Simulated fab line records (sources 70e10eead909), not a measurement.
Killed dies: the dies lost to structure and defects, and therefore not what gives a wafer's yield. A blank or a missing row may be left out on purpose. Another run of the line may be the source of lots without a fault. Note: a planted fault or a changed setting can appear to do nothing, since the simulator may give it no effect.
Matching of chambers ; flow nand-harc ; NHARC_P_GATE_STRIP_101 on rie-diel-12 has 3 sister chambers
The step strips in O2, time 20 s. 18 wafers are shown with their chamber, then 7 later ones without.

## EACH WAFER AND ITS CHAMBER
wafer;chamber;showerhead-plenum-p-Torr (Torr);drypump-motor-current-A (A);oes-product-au (a.u.)
L078.1;0;3.43;5.7;1.009
L078.3;3;3.64;6.1;1.009
L078.6;3;3.64;6.1;1.012
L079.3;3;3.64;6.0;1.001
L079.4;2;3.54;5.2;1.019
L079.5;0;3.43;5.7;0.994
L082.1;2;3.54;5.2;1.023
L082.3;3;3.63;6.1;1.002
L082.5;3;3.64;6.0;1.010
L083.1;0;3.43;5.7;0.998
L083.2;3;3.63;6.0;0.992
L083.6;2;3.54;5.2;1.011
L084.1;0;3.43;5.7;1.001
L084.5;2;3.54;5.2;1.024
L084.6;3;3.63;6.0;1.015
L088.1;3;3.63;6.0;0.997
L088.3;2;3.54;5.2;1.023
L088.6;3;3.63;6.1;1.000

SIGNATURES (averages over the wafers above)
reading;chamber 0;chamber 2;chamber 3;scatter within a chamber
showerhead-plenum-p-Torr;3.4300;3.5400;3.6344;0.00385
drypump-motor-current-A;5.700;5.200;6.044;0.0385
oes-product-au;1.00050;1.02000;1.00422;0.00685
Rule: distance of a wafer from a chamber = root of the sum over the readings of ((wafer's reading minus chamber's mean) / reading's scatter) squared. The wafer belongs to the nearest chamber; if the next one is less than 2 further off, it can't be placed. The scatter is the square root of a quotient: the sum, over the shown wafers, of each reading's squared deviation from its chamber's mean, divided by wafers minus chambers.

## WAFERS WHOSE CHAMBER IS MISSING
wafer;showerhead-plenum-p-Torr (Torr);drypump-motor-current-A (A);oes-product-au (a.u.)
L094.3;3.63;6.0;0.998
L094.6;3.63;6.1;0.989
L095.5;3.53;5.2;1.012
L095.6;3.63;6.0;0.983
L097.3;3.63;6.0;0.979
L097.4;3.42;5.8;0.997
L097.5;3.42;5.8;1.002

## CHAMBER TAKEN BY EACH
wafer;from the rows above;in truth
L094.3;3;3
L094.6;3;3
L095.5;2;2
L095.6;3;3
L097.3;3;3
L097.4;0;0
L097.5;0;0
7 of 7 placed correctly. From these rows, 0 cannot be placed. 0 placed wrongly.
